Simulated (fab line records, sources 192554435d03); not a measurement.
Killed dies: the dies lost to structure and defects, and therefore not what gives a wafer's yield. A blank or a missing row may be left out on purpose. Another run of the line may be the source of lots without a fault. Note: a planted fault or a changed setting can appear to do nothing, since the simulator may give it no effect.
Split-lot study	flow n5-finfet	39 wafers read across 7 lots, on a route 1938 steps long

THE SPLIT ITSELF
At N5_BEOL_M14_ETCH_68 (etches SOC in N2/H2, time 450 s), the setting target-depth-a was moved away from the recipe's 9000 angstrom on 12 of the 39 wafers read, by -38.2% to +34.8%. The other wafers ran this setting at the recipe's value.

The split's own step is where the reading is taken.

THE READING
SiARC_of_BEOL_M14_COAT_66.thk-nm (the simulator's own value, which no gauge read), in nm, at N5_BEOL_M14_ETCH_68 (etches SOC in N2/H2, time 450 s). There is no usual value for it anywhere in the file. Average 65.0 nm, standard deviation 0.56 nm, over the 27 wafers here run with the recipe.

wafer	tool, chamber at the split	target-depth-a as run, angstrom	against the recipe	SiARC_of_BEOL_M14_COAT_66.thk-nm, nm	against lot-mates on the recipe
L076.1	rie-diel-05, 3,0	9000	recipe	64.2	-
L076.4	rie-diel-05, 3,0	9000	recipe	64.2	-
L076.2	rie-diel-05, 2	5562	-38.2%	82.4	+18.3
L076.3	rie-diel-05, 1	5562	-38.2%	81.8	+17.7
L076.5	rie-diel-05, 0	5562	-38.2%	81.6	+17.5
L076.6	rie-diel-05, 3	9000	recipe	63.8	-
L077.1	rie-diel-01, 0	9000	recipe	65.6	-
L077.5	rie-diel-01, 0	9000	recipe	65.6	-
L077.2	rie-diel-01, 2	9000	recipe	65.4	-
L077.3	rie-diel-01, 1	9000	recipe	65.2	-
L077.4	rie-diel-01, 1	9000	recipe	65.8	-
L077.6	rie-diel-01, 2	9000	recipe	65	-
L089.3	rie-diel-01, 1	9000	recipe	65.6	-
L089.4	rie-diel-01, 3	9000	recipe	65	-
L089.6	rie-diel-01, 3	9000	recipe	65	-
L088.1	rie-diel-06, 0	11010	+22.3%	55	-9.6
L088.2	rie-diel-06, 2	11010	+22.3%	54.2	-10.4
L088.3	rie-diel-06, 3	9000	recipe	64.6	-
L088.4	rie-diel-06, 1	9000	recipe	64.4	-
L088.5	rie-diel-06, 0	9000	recipe	64.8	-
L088.6	rie-diel-06, 1	11010	+22.3%	54.4	-10.2
L094.1	rie-diel-01, 3	9000	recipe	65.4	-
L094.2	rie-diel-01, 0	12130	+34.8%	50.6	-14.8
L094.3	rie-diel-01, 1	12130	+34.8%	49.8	-15.6
L094.4	rie-diel-01, 2	12130	+34.8%	49.6	-15.8
L094.5	rie-diel-01, 1	9000	recipe	65.2	-
L094.6	rie-diel-01, 0	9000	recipe	65.6	-
L095.1	rie-diel-05, 3	9000	recipe	64	-
L095.2	rie-diel-05, 0,1	9000	recipe	65.2	-
L095.3	rie-diel-05, 0,1	9000	recipe	65.2	-
L095.4	rie-diel-05, 2	9000	recipe	66	-
L095.5	rie-diel-05, 3	9000	recipe	64.4	-
L095.6	rie-diel-05, 0	9000	recipe	65.4	-
L096.1	rie-diel-06, 3,2	10480	+16.4%	57.6	-7.2
L096.4	rie-diel-06, 3,2	10480	+16.4%	57.6	-7.2
L096.2	rie-diel-06, 0	9000	recipe	65	-
L096.3	rie-diel-06, 1	10480	+16.4%	57	-7.8
L096.5	rie-diel-06, 0	9000	recipe	64.6	-
L096.6	rie-diel-06, 3	9000	recipe	64.8	-
When a row names more than one chamber, that row covers several wafers, and the file does not tell which wafer ran in which chamber.

THE FIT
A straight line over all 39 wafers: SiARC_of_BEOL_M14_COAT_66.thk-nm changes by -0.444 nm for each +1% of target-depth-a; r = -1.00; the points scatter about the line by 0.56 nm.
The same after taking each lot's own level away (the mean of its wafers on the recipe; 39 wafers): -0.456 nm for each +1%; r = -1.00; scatter 0.41 nm.
Per that fit: largest target-depth-a move, reading shift of 17 nm.
Across the lots, their own levels run from 64.07 to 65.43 nm, a range of 2.4 times the standard deviation given above.
Consequently the slope shifts little with the lot-to-lot level, the two slopes agreeing.
Check: +17.3 nm against its lot-mates is what the line predicts for one of the wafers moved furthest among these (-38.2%) when that wafer is left out of the fit. Against them it came out at +18.3 nm.

THESE WAFERS: OTHER SPLITS
Before the reading, these wafers also passed through other splits. Each is held against what the fit with the lots' levels taken away leaves over:
other split on the same wafers	wafers away from the commonest value	r with SiARC_of_BEOL_M14_COAT_66.thk-nm (lot level and that fit taken away)
N5_BEOL_M9_DESCUM_16 time-s	12	-0.15

THE FILE'S OWN FIT
SiARC_of_BEOL_M14_COAT_66.thk-nm changes by -0.455 nm for each +1% of target-depth-a, r = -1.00.
